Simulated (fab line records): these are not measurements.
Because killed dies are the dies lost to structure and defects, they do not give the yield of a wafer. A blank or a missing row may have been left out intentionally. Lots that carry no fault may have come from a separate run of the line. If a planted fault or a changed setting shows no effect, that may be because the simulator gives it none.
Matching of chambers / flow n5-finfet / pecvd-04 running N5_BEOL_M6_ILD_DEP_00: 3 sister chambers
The step deposits SiCOH lowk from DEMS/porogen, target thk 179.75 nm, time 33.4 s. 6 wafers are shown with their chamber, then 12 later ones without.

== WAFERS, EACH WITH ITS CHAMBER ==
wafer=L090.3; chamber=2; throttle-valve-pct (%)=14.3; showerhead-plenum-p-Torr (Torr)=5.718
wafer=L090.6; chamber=2; throttle-valve-pct (%)=14.0; showerhead-plenum-p-Torr (Torr)=5.739
wafer=L088.6; chamber=1; throttle-valve-pct (%)=13.3; showerhead-plenum-p-Torr (Torr)=5.755
wafer=L097.3; chamber=0; throttle-valve-pct (%)=14.3; showerhead-plenum-p-Torr (Torr)=5.730
wafer=L097.4; chamber=1; throttle-valve-pct (%)=13.6; showerhead-plenum-p-Torr (Torr)=5.755
wafer=L097.5; chamber=0; throttle-valve-pct (%)=14.0; showerhead-plenum-p-Torr (Torr)=5.716

== WAFERS MISSING THEIR CHAMBER ==
wafer=L091.1; throttle-valve-pct (%)=13.9; showerhead-plenum-p-Torr (Torr)=5.729
wafer=L091.2; throttle-valve-pct (%)=14.0; showerhead-plenum-p-Torr (Torr)=5.735
wafer=L091.3; throttle-valve-pct (%)=13.1; showerhead-plenum-p-Torr (Torr)=5.743
wafer=L092.1; throttle-valve-pct (%)=14.2; showerhead-plenum-p-Torr (Torr)=5.725
wafer=L092.2; throttle-valve-pct (%)=13.2; showerhead-plenum-p-Torr (Torr)=5.752
wafer=L092.5; throttle-valve-pct (%)=14.2; showerhead-plenum-p-Torr (Torr)=5.736
wafer=L094.1; throttle-valve-pct (%)=14.0; showerhead-plenum-p-Torr (Torr)=5.716
wafer=L094.5; throttle-valve-pct (%)=14.0; showerhead-plenum-p-Torr (Torr)=5.721
wafer=L094.6; throttle-valve-pct (%)=14.2; showerhead-plenum-p-Torr (Torr)=5.726
wafer=L089.1; throttle-valve-pct (%)=14.2; showerhead-plenum-p-Torr (Torr)=5.737
wafer=L089.2; throttle-valve-pct (%)=13.6; showerhead-plenum-p-Torr (Torr)=5.756
wafer=L089.3; throttle-valve-pct (%)=14.4; showerhead-plenum-p-Torr (Torr)=5.707

== CHAMBER TAKEN BY EACH ==
wafer=L091.1; from the rows above=can't be placed: 2 or 0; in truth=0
wafer=L091.2; from the rows above=can't be placed: 2 or 0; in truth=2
wafer=L091.3; from the rows above=1; in truth=1
wafer=L092.1; from the rows above=can't be placed: 0 or 2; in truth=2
wafer=L092.2; from the rows above=1; in truth=1
wafer=L092.5; from the rows above=can't be placed: 2 or 0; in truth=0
wafer=L094.1; from the rows above=can't be placed: 0 or 2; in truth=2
wafer=L094.5; from the rows above=can't be placed: 0 or 2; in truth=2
wafer=L094.6; from the rows above=can't be placed: 2 or 0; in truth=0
wafer=L089.1; from the rows above=can't be placed: 2 or 0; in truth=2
wafer=L089.2; from the rows above=1; in truth=1
wafer=L089.3; from the rows above=can't be placed: 0 or 2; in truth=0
Correctly placed: 3 of 12. Cannot be placed on the basis of these rows: 9; the candidates contain the true chamber in 9. 0 placed wrongly.
How it was worked out, from the rows above alone: a wafer's distance from a chamber is the root of the sum, over the readings, of the square of ((its reading less the chamber's mean) divided by the reading's scatter). The wafer belongs to the nearest chamber; if the next one is less than 2 further off, it can't be placed. For every chamber, the mean is computed from those of its wafers that are shown. The scatter: take each reading less its chamber's mean, square it, sum over the shown wafers, divide by the number of wafers less the number of chambers, and take the root.
